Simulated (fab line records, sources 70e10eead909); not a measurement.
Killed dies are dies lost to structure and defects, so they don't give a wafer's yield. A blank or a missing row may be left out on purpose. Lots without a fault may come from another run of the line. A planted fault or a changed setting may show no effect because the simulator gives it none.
Chamber matching | flow nand_harc | NHARC_A_STAIRCASE_ETCH_253 on rie_diel-01: 4 sister chambers
The step etches the open film in C4F8/O2, target depth 50 nm, time 20.2 s. 8 wafers are shown with their chamber, then 8 later ones without.

WAFERS WITH THEIR CHAMBER
wafer  | chamber | rf_vpp_V (V) | rf_fwd_power_W (W)
L077.5 | 0       | 899          | 585
L077.6 | 1       | 906          | 587
L084.4 | 2       | 897          | 588
L084.6 | 3       | 890          | 583
L086.1 | 0       | 900          | 586
L086.3 | 1       | 905          | 585
L086.6 | 3       | 889          | 585
L088.1 | 2       | 898          | 587

WAFERS WITHOUT THEIR CHAMBER
wafer  | rf_vpp_V (V) | rf_fwd_power_W (W)
L088.3 | 905          | 585
L088.4 | 889          | 584
L092.2 | 899          | 589
L092.3 | 898          | 585
L092.5 | 889          | 585
L096.2 | 889          | 581
L096.5 | 897          | 589
L096.6 | 887          | 583

WHICH CHAMBER EACH WENT THROUGH
wafer  | from the rows above     | in truth
L088.3 | 1                       | 1
L088.4 | 3                       | 3
L092.2 | can't be placed: 2 or 0 | 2
L092.3 | can't be placed: 0 or 2 | 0
L092.5 | 3                       | 3
L096.2 | 3                       | 3
L096.5 | 2                       | 2
L096.6 | 3                       | 3
Placed correctly: 6 of 8. Can't be placed from these rows: 2 (the true chamber is among the candidates in 2). Placed wrongly: 0.
How it was worked out, from the rows above alone: a wafer's distance from a chamber is the root of the sum, over the readings, of the square of ((its reading less the chamber's mean) divided by the reading's scatter). The wafer belongs to the nearest chamber; if the next one is less than 2 further off, it can't be placed. A chamber's mean is the mean of its shown wafers. The scatter: the root of (the sum of the squares of (reading less its chamber's mean) over the shown wafers, divided by (wafers less chambers)).
